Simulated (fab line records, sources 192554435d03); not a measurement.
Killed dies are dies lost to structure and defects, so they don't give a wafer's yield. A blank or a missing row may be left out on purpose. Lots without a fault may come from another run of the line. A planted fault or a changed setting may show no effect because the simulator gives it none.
Chamber matching | flow n5_finfet | N5_BEOL_M6_STRIP_67 on rie_diel-04: 4 sister chambers
The step strips in CF4. 4 wafers are shown with their chamber, then 12 later ones without.

WAFERS WITH THEIR CHAMBER
wafer  | chamber | showerhead_plenum_p_Torr (Torr)
L084.3 | 0       | 1.90
L084.6 | 3       | 1.78
L086.3 | 2       | 1.74
L086.5 | 1       | 1.83

WAFERS WITHOUT THEIR CHAMBER
wafer  | showerhead_plenum_p_Torr (Torr)
L090.2 | 1.74
L090.3 | 1.83
L090.4 | 1.78
L092.2 | 1.74
L092.5 | 1.74
L092.6 | 1.83
L093.1 | 1.74
L093.4 | 1.78
L093.5 | 1.78
L095.2 | 1.77
L095.3 | 1.73
L095.5 | 1.78

WHICH CHAMBER EACH WENT THROUGH
wafer  | from the rows above | in truth
L090.2 | 2                   | 2
L090.3 | 1                   | 1
L090.4 | 3                   | 3
L092.2 | 2                   | 2
L092.5 | 2                   | 2
L092.6 | 1                   | 1
L093.1 | 2                   | 2
L093.4 | 3                   | 3
L093.5 | 3                   | 3
L095.2 | 3                   | 3
L095.3 | 2                   | 2
L095.5 | 3                   | 3
Placed correctly: 12 of 12. Can't be placed from these rows: 0. Placed wrongly: 0.
How it was worked out, from the rows above alone: a wafer's distance from a chamber is the root of the sum, over the readings, of the square of ((its reading less the chamber's mean) divided by the reading's scatter). The wafer belongs to the nearest chamber; if the next one is less than 2 further off, it can't be placed. A chamber's mean is the mean of its shown wafers. The scatter: with one shown wafer a chamber, the root of the mean of the squares of how far each hidden wafer lies from its nearest shown one.
